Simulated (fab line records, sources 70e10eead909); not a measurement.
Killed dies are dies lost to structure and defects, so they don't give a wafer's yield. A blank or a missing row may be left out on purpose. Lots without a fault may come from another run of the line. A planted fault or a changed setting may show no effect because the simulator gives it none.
Which tool did it? | flow nand_harc | 12 lots, 36 wafers sampled, at 3 steps of a route of 1302

WHAT THE GAUGES READ, wafer by wafer
NHARC_A_CONTACT_OVL_MEAS_43.
lot  | measured     | on         | overlay_x_nm (nm)
L075 | day 21 23:29 | overlay-02 | -0.1 -0.7 -0.5
L077 | day 22 09:01 | overlay-02 | 0.3 0.5 0.5
L079 | day 23 17:51 | overlay-02 | 0.8 0.9 1.1
L081 | day 23 23:02 | overlay-01 | -0.9 -1.5 -1.1
L083 | day 24 11:37 | overlay-01 | -0.4 -1.1 -0.4
L085 | day 25 14:29 | overlay-01 | 0.0 -0.1 0.7
L087 | day 27 01:08 | overlay-01 | 0.4 0.0 0.2
L089 | day 27 12:54 | overlay-02 | 0.2 0.0 -0.2
L091 | day 27 22:17 | overlay-02 | 0.6 0.7 0.7
L092 | day 29 19:26 | overlay-02 | -0.1 -0.7 0.4
L095 | day 30 10:52 | overlay-02 | -0.1 -0.1 0.1
L097 | day 31 08:14 | overlay-01 | -1.6 -2.0 -2.2

WHICH TOOL RAN EACH LOT (tool, then ch and the chambers of the sampled wafers, then the start)
lot  | NHARC_A_SLIT_DEP_23             | NHARC_A_SLIT_DESCUM_14
L075 | pecvd-02 ch 0,1,2, day 20 06:24 | rie_diel-05 ch 2,3, day 20 07:07
L077 | pecvd-01 ch 0,1,2, day 20 19:25 | rie_diel-08 ch 0,2,3, day 20 20:18
L079 | pecvd-02 ch 0,1,2, day 22 02:28 | rie_diel-08 ch 0,1, day 22 03:18
L081 | pecvd-02 ch 0,1, day 22 07:10   | rie_diel-05 ch 0,2,3, day 22 07:54
L083 | pecvd-01 ch 0,1,2, day 22 19:37 | rie_diel-05 ch 0,3, day 22 20:29
L085 | pecvd-01 ch 0,2, day 23 21:11   | rie_diel-07 ch 0,1,3, day 23 21:55
L087 | pecvd-03 ch 1,2, day 25 08:07   | rie_diel-08 ch 0,1, day 25 08:58
L089 | pecvd-03 ch 0,2, day 25 20:33   | rie_diel-07 ch 0,2, day 25 21:25
L091 | pecvd-01 ch 0,2, day 26 06:52   | rie_diel-08 ch 0,2,3, day 26 07:42
L092 | pecvd-02 ch 0,2, day 28 03:51   | rie_diel-05 ch 0,1,2, day 28 04:42
L095 | pecvd-03 ch 0,1, day 28 20:56   | rie_diel-08 ch 1,2,3, day 28 21:46
L097 | pecvd-03 ch 0,2, day 29 13:28   | rie_diel-07 ch 1,3, day 29 14:20
- NHARC_A_SLIT_DEP_23: deposits SiON, target thk 100 nm.
- NHARC_A_SLIT_DESCUM_14: chemistry O2, time 3 s.

THE ANSWER, worked out from the rows above alone
Rule: what is usual is taken from the lots themselves. Put in order of their means at a reading, lots are off if they are a third of the lots or fewer, leave a main group of 4 or more, and stand apart from it by a gap of 3 or more times the standard deviation of the main group's means; of several such gaps the widest counts. A main group whose means are all the same, to the digits that the tables above print for the reading, isn't used. A lot without any number at a reading at which 4 lots or more have one is off too. The other lots that the step has rows for count as sound.
No lot is off at any reading shown: from this, nothing can be told.

WHAT THE SIMULATOR HAD PUT IN
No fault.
